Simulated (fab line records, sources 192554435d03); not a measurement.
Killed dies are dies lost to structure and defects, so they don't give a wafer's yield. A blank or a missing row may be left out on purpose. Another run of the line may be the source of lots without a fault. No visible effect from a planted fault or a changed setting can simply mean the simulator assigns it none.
What tool caused it?    flow n5 finfet    69 wafers from 23 lots sampled at 6 of the route's 1938 steps

WHAT THE GAUGES SHOWED, per wafer
N5_BEOL_M13_THK_MEAS_01. Usual: M13_ILD_THK gives 839 nm (standard deviation 11).
lot   measured      on             M13_ILD_THK (nm)  flag
L074  day 11 08:18  film metro-02  822 835 835       
L075  day 11 18:03  film metro-01  828 836 841       
L077  day 12 03:00  film metro-01  839 832 839       
L076  day 12 12:56  film metro-01  830 852 854       
L081  day 12 18:04  film metro-02  833 837 843       
L079  day 12 17:23  film metro-02  838 852 859       
L080  day 12 17:44  film metro-02  850 823 850       
L082  day 13 09:23  film metro-01  823 849 834       
L078  day 13 15:06  film metro-01  826 848 838       
L083  day 13 18:37  film metro-01  842 845 838       
L084  day 13 23:51  film metro-02  831 840 834       
L085  day 14 21:08  film metro-01  836 831 844       
L086  day 14 21:14  film metro-02  822 858 862       
L088  day 15 05:16  film metro-02  834 833 832       
L087  day 15 12:37  film metro-02  846 834 837       
L090  day 16 01:31  film metro-02  829 821 845       
L089  day 16 07:11  film metro-01  827 849 846       
L091  day 16 09:00  film metro-02  834 836 848       
L092  day 16 17:10  film metro-01  850 840 855       
L093  day 17 05:20  film metro-02  825 839 839       
L095  day 17 01:53  film metro-02  826 823 838       
L096  day 17 12:01  film metro-02  842 836 828       
L097  day 17 13:34  film metro-02  852 844 855       

N5_BEOL_M13_CD_MEAS_10: the cd target is 190 nm. Usual: cd nm at 190.3 nm, with a standard deviation of 1.6.
lot   measured      on         cd nm (nm)         flag
L074  day 11 08:44  cd sem-01  190.0 193.1 192.1  
L075  day 11 18:29  cd sem-03  192.0 190.7 189.9  
L077  day 12 03:19  cd sem-01  189.4 187.4 189.2  
L076  day 12 13:22  cd sem-02  189.3 190.6 191.7  
L081  day 12 18:23  cd sem-03  192.3 192.9 189.8  
L079  day 12 17:49  cd sem-02  189.5 189.6 188.1  
L080  day 12 18:02  cd sem-02  185.8 189.5 187.1  
L082  day 13 09:41  cd sem-03  190.3 190.7 191.3  
L078  day 13 15:32  cd sem-01  187.2 188.1 189.5  
L083  day 13 18:56  cd sem-03  191.6 190.7 192.2  
L084  day 14 00:17  cd sem-01  190.7 190.2 191.6  
L085  day 14 21:26  cd sem-02  189.0 191.1 190.2  
L086  day 14 21:40  cd sem-03  191.6 190.3 188.1  
L088  day 15 05:43  cd sem-02  189.7 192.4 188.7  
L087  day 15 12:55  cd sem-01  193.6 192.2 192.3  
L090  day 16 01:56  cd sem-01  190.6 190.6 189.1  
L089  day 16 07:37  cd sem-03  185.4 189.9 189.6  
L091  day 16 09:18  cd sem-03  189.7 188.7 190.6  
L092  day 16 17:28  cd sem-02  192.8 191.9 190.2  
L093  day 17 05:46  cd sem-02  190.1 189.8 190.5  
L095  day 17 02:11  cd sem-01  189.8 191.7 193.1  
L096  day 17 12:19  cd sem-01  190.7 188.3 189.4  
L097  day 17 13:52  cd sem-03  189.7 189.5 189.2  

EACH LOT AND THE TOOL THAT RAN IT (in order: tool; ch and the chambers of the sampled wafers; start)
lot   N5_BEOL_M11_ETCH_62                 N5_BEOL_M11_STRIP_77                           N5_BEOL_M12_TRENCH_ETCH_34          N5_BEOL_M12_ANNEAL_48
L074  rie diel-02 ch 0,1, day 10 14:11    rie diel-02 ch 1,2,3, day 10 22:50 or earlier  rie diel-05 ch 0,1, day 10 22:50    rtp anneal-02 ch 0, day 11 07:26
L075  rie diel-03 ch 1,2,3, day 10 23:22  rie diel-01 ch 1,2,3, day 11 14:41 or earlier  rie diel-06 ch 0,2,3, day 11 14:41  rtp anneal-01 ch 0, day 11 17:07
L077  rie diel-02 ch 0,1, day 11 10:31    rie diel-03 ch 0,1,2, day 11 20:11 or earlier  rie diel-04 ch 0,1, day 11 20:11    rtp anneal-01 ch 0, day 12 02:06
L076  rie diel-01 ch 0,1,2, day 11 23:25  rie diel-01 ch 1,2,3, day 12 09:02 or earlier  rie diel-06 ch 0,2,3, day 12 09:02  rtp anneal-01 ch 0, day 12 12:02
L081  rie diel-02 ch 2,3, day 12 04:16    rie diel-03 ch 0,1,2, day 12 13:49 or earlier  rie diel-05 ch 0,1,2, day 12 13:49  rtp anneal-02 ch 0, day 12 17:11
L079  rie diel-02 ch 0,3, day 12 04:31    rie diel-01 ch 1,3, day 12 10:42 or earlier    rie diel-05 ch 1,2, day 12 10:42    rtp anneal-02 ch 0, day 12 16:32
L080  rie diel-03 ch 0,1,2, day 12 04:58  rie diel-03 ch 1,2,3, day 12 13:53 or earlier  rie diel-04 ch 1,2,3, day 12 13:53  rtp anneal-01 ch 0, day 12 16:47
L082  rie diel-02 ch 0,2,3, day 12 20:43  rie diel-01 ch 1,2, day 13 03:13 or earlier    rie diel-04 ch 0,1,3, day 13 03:13  rtp anneal-02 ch 0, day 13 08:33
L078  rie diel-02 ch 0,1, day 13 02:33    rie diel-02 ch 0,1, day 13 12:13 or earlier    rie diel-06 ch 0,2,3, day 13 12:13  rtp anneal-02 ch 0, day 13 14:10
L083  rie diel-02 ch 0,1,3, day 13 07:40  rie diel-01 ch 1,2,3, day 13 15:14 or earlier  rie diel-06 ch 1,2,3, day 13 15:14  rtp anneal-02 ch 0, day 13 17:48
L084  rie diel-02 ch 0,2,3, day 13 14:07  rie diel-02 ch 1,2,3, day 13 20:56 or earlier  rie diel-06 ch 1,2,3, day 13 20:56  rtp anneal-02 ch 0, day 13 22:57
L085  rie diel-02 ch 2,3, day 14 02:43    rie diel-02 ch 0,1,3, day 14 13:05 or earlier  rie diel-05 ch 1,2,3, day 14 13:05  rtp anneal-01 ch 0, day 14 20:11
L086  rie diel-02 ch 1,2,3, day 14 05:51  rie diel-02 ch 1,2,3, day 14 15:07 or earlier  rie diel-04 ch 0,1, day 14 15:07    rtp anneal-02 ch 0, day 14 20:22
L088  rie diel-01 ch 0,1,2, day 14 14:39  rie diel-02 ch 0,2,3, day 15 01:41 or earlier  rie diel-05 ch 1,2,3, day 15 01:41  rtp anneal-02 ch 0, day 15 04:20
L087  rie diel-03 ch 1,2,3, day 15 02:10  rie diel-03 ch 0,1,2, day 15 08:56 or earlier  rie diel-06 ch 0,1,2, day 15 08:56  rtp anneal-01 ch 0, day 15 11:38
L090  rie diel-01 ch 0,1,2, day 15 11:17  rie diel-01 ch 0,1,2, day 15 20:05 or earlier  rie diel-04 ch 0,1,3, day 15 20:05  rtp anneal-01 ch 0, day 16 00:19
L089  rie diel-01 ch 1,3, day 15 18:29    rie diel-01 ch 0,2,3, day 16 02:23 or earlier  rie diel-04 ch 0,1,3, day 16 02:23  rtp anneal-01 ch 0, day 16 06:05
L091  rie diel-02 ch 0,2,3, day 15 19:01  rie diel-02 ch 1,2,3, day 16 05:31 or earlier  rie diel-04 ch 0,1,3, day 16 05:31  rtp anneal-02 ch 0, day 16 08:04
L092  rie diel-03 ch 0,1,2, day 16 08:20  rie diel-01 ch 0,2,3, day 16 14:54 or earlier  rie diel-05 ch 1,2,3, day 16 14:54  rtp anneal-01 ch 0, day 16 16:13
L093  rie diel-01 ch 1,2, day 16 11:07    rie diel-03 ch 2,3, day 16 21:44 or earlier    rie diel-05 ch 0,1,3, day 16 21:44  rtp anneal-02 ch 0, day 17 04:21
L095  rie diel-03 ch 1,2,3, day 16 11:13  rie diel-03 ch 0,1,2, day 16 19:24 or earlier  rie diel-06 ch 0,1,3, day 16 19:24  rtp anneal-02 ch 0, day 17 00:55
L096  rie diel-03 ch 2,3, day 16 19:34    rie diel-03 ch 1,2,3, day 17 04:41 or earlier  rie diel-06 ch 0,3, day 17 04:41    rtp anneal-02 ch 0, day 17 11:07
L097  rie diel-01 ch 0,1, day 17 00:58    rie diel-02 ch 0,2,3, day 17 08:31 or earlier  rie diel-04 ch 0,1,2, day 17 08:31  rtp anneal-01 ch 0, day 17 12:39
- N5_BEOL_M11_ETCH_62: etches SOC in N2/H2, target depth 110 nm, overetch 22 nm, time 165 s.
- N5_BEOL_M11_STRIP_77: strips in N2/H2, time 10 s.
- N5_BEOL_M12_TRENCH_ETCH_34: etches SiOC in C4F8/O2/Ar, target depth 318.95 nm, time 125.5 s.
- N5_BEOL_M12_ANNEAL_48: time 90 s.

AS READ BY THE TOOLS THEMSELVES (means over the sampled wafers that have a number; for cases with no such wafer, the mark the record gives instead)
N5_BEOL_M11_ETCH_62. Usual: bias w 149.9 W, standard deviation 0.44; drypump motor current A 6.1 A, standard deviation 0.37; oes product au 0.68 a.u., standard deviation 0.075; rf vpp V 523.8 V, standard deviation 2.7; showerhead plenum p Torr 2.53 Torr, standard deviation 0.093; throttle valve pct 17.76 %, standard deviation 0.26.
lot   tool         bias w (W)  drypump motor current A (A)  oes product au (a.u.)  rf vpp V (V)  showerhead plenum p Torr (Torr)  throttle valve pct (%)  flag
L074  rie diel-02  150.2       6.0                          0.65                   522.8         2.47                             17.83                   
L075  rie diel-03  149.6       6.3                          0.66                   524.7         2.53                             17.78                   
L077  rie diel-02  150.0       6.4                          0.68                   523.4         2.52                             17.58                   
L076  rie diel-01  150.0       6.1                          0.70                   525.9         2.55                             17.72                   
L081  rie diel-02  149.5       5.8                          0.74                   525.7         2.61                             17.83                   
L079  rie diel-02  149.7       6.4                          0.68                   523.8         2.52                             17.48                   
L080  rie diel-03  149.9       5.9                          0.67                   523.2         2.51                             17.70                   
L082  rie diel-02  150.0       6.1                          0.70                   524.7         2.57                             17.66                   
L078  rie diel-02  150.1       6.4                          0.67                   523.7         2.51                             17.62                   
L083  rie diel-02  149.9       6.0                          0.64                   521.6         2.46                             17.75                   
L084  rie diel-02  149.7       6.0                          0.70                   524.6         2.57                             17.68                   
L085  rie diel-02  149.8       5.8                          0.66                   523.5         2.52                             17.82                   
L086  rie diel-02  149.6       5.7                          0.65                   522.8         2.51                             17.93                   
L088  rie diel-01  149.8       6.1                          0.69                   524.0         2.54                             17.77                   
L087  rie diel-03  149.9       6.3                          0.70                   523.2         2.52                             17.71                   
L090  rie diel-01  149.8       6.1                          0.67                   524.3         2.54                             17.77                   
L089  rie diel-01  149.7       6.0                          0.67                   522.3         2.48                             17.92                   
L091  rie diel-02  150.2       6.1                          0.67                   524.7         2.56                             17.70                   
L092  rie diel-03  150.1       5.9                          0.71                   522.9         2.49                             17.64                   
L093  rie diel-01  150.2       6.0                          0.63                   523.8         2.56                             18.01                   
L095  rie diel-03  149.9       6.2                          0.76                   524.0         2.52                             17.60                   
L096  rie diel-03  149.8       6.5                          0.78                   524.7         2.56                             17.60                   
L097  rie diel-01  149.9       6.1                          0.71                   522.4         2.49                             17.72                   

N5_BEOL_M11_STRIP_77. Usual: bias power w 6.999 W, standard deviation 0.022; drypump motor current A 6.0 A, standard deviation 0.36; oes product au 0.80 a.u., standard deviation 0.092; rf vpp V 59.1 V, standard deviation 0.79; showerhead plenum p Torr 2.53 Torr, standard deviation 0.087; throttle valve pct 23.6 %, standard deviation 0.3.
lot   tool         bias power w (W)  drypump motor current A (A)  oes product au (a.u.)  rf vpp V (V)  showerhead plenum p Torr (Torr)  throttle valve pct (%)  flag
L074  rie diel-02  7.011             5.7                          0.82                   60.4          2.51                             23.7                    
L075  rie diel-01  6.989             6.0                          0.76                   58.2          2.54                             23.8                    
L077  rie diel-03  6.977             5.9                          0.80                   59.4          2.50                             23.4                    
L076  rie diel-01  6.993             6.0                          0.76                   59.0          2.53                             23.8                    
L081  rie diel-03  6.999             5.9                          0.79                   59.2          2.50                             23.4                    
L079  rie diel-01  6.984             6.0                          0.82                   59.2          2.48                             23.8                    
L080  rie diel-03  6.987             6.3                          0.76                   58.9          2.52                             23.5                    
L082  rie diel-01  6.998             6.0                          0.75                   59.6          2.56                             23.8                    
L078  rie diel-02  7.003             6.1                          0.76                   58.9          2.46                             23.5                    
L083  rie diel-01  6.997             6.0                          0.76                   58.9          2.53                             23.8                    
L084  rie diel-02  7.003             5.7                          0.79                   59.6          2.50                             23.7                    
L085  rie diel-02  7.028             6.1                          0.75                   58.4          2.45                             23.5                    
L086  rie diel-02  7.021             5.7                          0.78                   59.7          2.50                             23.8                    
L088  rie diel-02  6.969             6.1                          0.82                   59.8          2.56                             23.5                    
L087  rie diel-03  7.014             5.9                          0.85                   58.5          2.49                             23.4                    
L090  rie diel-01  6.987             6.1                          0.80                   59.5          2.54                             23.5                    
L089  rie diel-01  7.003             6.0                          0.75                   60.1          2.55                             23.6                    
L091  rie diel-02  7.011             5.8                          0.77                   58.7          2.49                             23.8                    
L092  rie diel-01  7.002             6.0                          0.74                   58.9          2.55                             23.6                    
L093  rie diel-03  6.979             6.5                          0.91                   58.9          2.55                             23.5                    
L095  rie diel-03  7.001             5.9                          0.82                   59.0          2.49                             23.4                    
L096  rie diel-03  6.998             6.3                          0.89                   59.5          2.51                             23.4                    
L097  rie diel-02  7.017             6.1                          0.80                   58.6          2.55                             23.6                    

N5_BEOL_M12_TRENCH_ETCH_34. Usual: bias w 699.8 W, standard deviation 2.2; drypump motor current A 5.7 A, standard deviation 0.4; oes product au 0.84 a.u., standard deviation 0.077; rf vpp V 666.5 V, standard deviation 2.6; showerhead plenum p Torr 3.44 Torr, standard deviation 0.082; throttle valve pct 24.08 %, standard deviation 0.2.
lot   tool         bias w (W)  drypump motor current A (A)  oes product au (a.u.)  rf vpp V (V)  showerhead plenum p Torr (Torr)  throttle valve pct (%)  flag
L074  rie diel-05  699.9       5.6                          0.88                   665.3         3.39                             24.07                   
L075  rie diel-06  701.7       5.8                          0.80                   664.6         3.40                             24.07                   
L077  rie diel-04  697.3       5.4                          0.92                   668.2         3.49                             24.12                   
L076  rie diel-06  701.6       5.8                          0.80                   664.9         3.39                             24.08                   
L081  rie diel-05  700.4       5.7                          0.81                   666.3         3.44                             24.07                   
L079  rie diel-05  699.1       5.8                          0.78                   668.1         3.50                             24.04                   
L080  rie diel-04  700.3       5.6                          0.90                   667.1         3.45                             24.10                   
L082  rie diel-04  699.3       5.3                          0.92                   666.3         3.44                             24.11                   
L078  rie diel-06  699.5       5.8                          0.79                   665.0         3.39                             24.09                   
L083  rie diel-06  698.7       6.2                          0.86                   668.0         3.45                             23.87                   
L084  rie diel-06  700.8       6.2                          0.86                   667.2         3.45                             23.88                   
L085  rie diel-05  700.0       6.0                          0.85                   666.8         3.44                             24.01                   
L086  rie diel-04  701.5       5.4                          0.89                   667.2         3.46                             24.03                   
L088  rie diel-05  700.1       6.0                          0.84                   666.7         3.44                             24.02                   
L087  rie diel-06  697.9       6.1                          0.90                   668.1         3.53                             24.04                   
L090  rie diel-04  698.5       5.4                          0.87                   666.2         3.42                             24.15                   
L089  rie diel-04  701.1       5.4                          0.87                   666.4         3.42                             24.14                   
L091  rie diel-04  702.6       5.3                          0.86                   665.7         3.42                             24.14                   
L092  rie diel-05  702.4       6.0                          0.82                   665.9         3.43                             24.04                   
L093  rie diel-05  699.6       5.8                          0.84                   664.2         3.37                             24.07                   
L095  rie diel-06  701.5       5.9                          0.87                   667.6         3.53                             24.03                   
L096  rie diel-06  698.2       5.5                          0.89                   669.3         3.60                             24.18                   
L097  rie diel-04  700.6       5.5                          0.80                   667.8         3.48                             24.18                   

N5_BEOL_M12_ANNEAL_48. Usual: anneal temp c 225.04 C, standard deviation 0.16; anneal temp c max 226.08, standard deviation 0.29; wafer_temp_C_max 226.1, standard deviation 0.31.
lot   tool           anneal temp c (C)  anneal temp c max  wafer_temp_C_max  flag
L074  rtp anneal-02  224.93             226.10             226.0             
L075  rtp anneal-01  225.05             226.08             226.3             
L077  rtp anneal-01  225.05             226.02             226.3             
L076  rtp anneal-01  225.00             225.93             226.0             
L081  rtp anneal-02  225.04             226.16             226.0             
L079  rtp anneal-02  225.03             226.33             225.9             
L080  rtp anneal-01  225.10             225.96             226.4             
L082  rtp anneal-02  224.72             225.82             225.9             
L078  rtp anneal-02  224.97             226.46             226.1             
L083  rtp anneal-02  225.12             226.10             226.2             
L084  rtp anneal-02  225.05             226.06             225.6             
L085  rtp anneal-01  224.98             225.81             226.2             
L086  rtp anneal-02  225.14             226.22             225.9             
L088  rtp anneal-02  225.04             226.11             226.3             
L087  rtp anneal-01  224.91             225.74             226.5             
L090  rtp anneal-01  225.04             225.89             226.2             
L089  rtp anneal-01  225.09             225.94             226.2             
L091  rtp anneal-02  225.00             226.19             226.2             
L092  rtp anneal-01  224.95             225.79             226.0             
L093  rtp anneal-02  225.21             226.53             225.7             
L095  rtp anneal-02  225.02             225.94             225.9             
L096  rtp anneal-02  224.98             226.35             225.6             
L097  rtp anneal-01  225.03             225.89             226.6             

THE ANSWER, worked out from the rows above alone
Rule: a lot is off if the mean of its wafers that have a number lies more than 3 standard deviations from the usual mean. Also off: a lot with no number at a reading for which 4 or more lots have one. Where the step has rows for the other lots, those lots are counted as sound. After the gauges, taken in route order, come the tools' own readings; for these a lot's mean is taken, as printed above. At the first step where some lot is off, the reading lying furthest off is the one used; lots without a number count as furthest.
Nothing can be told from this: no lot is off at any reading shown.

WHAT HAD BEEN PUT IN BY THE SIMULATOR
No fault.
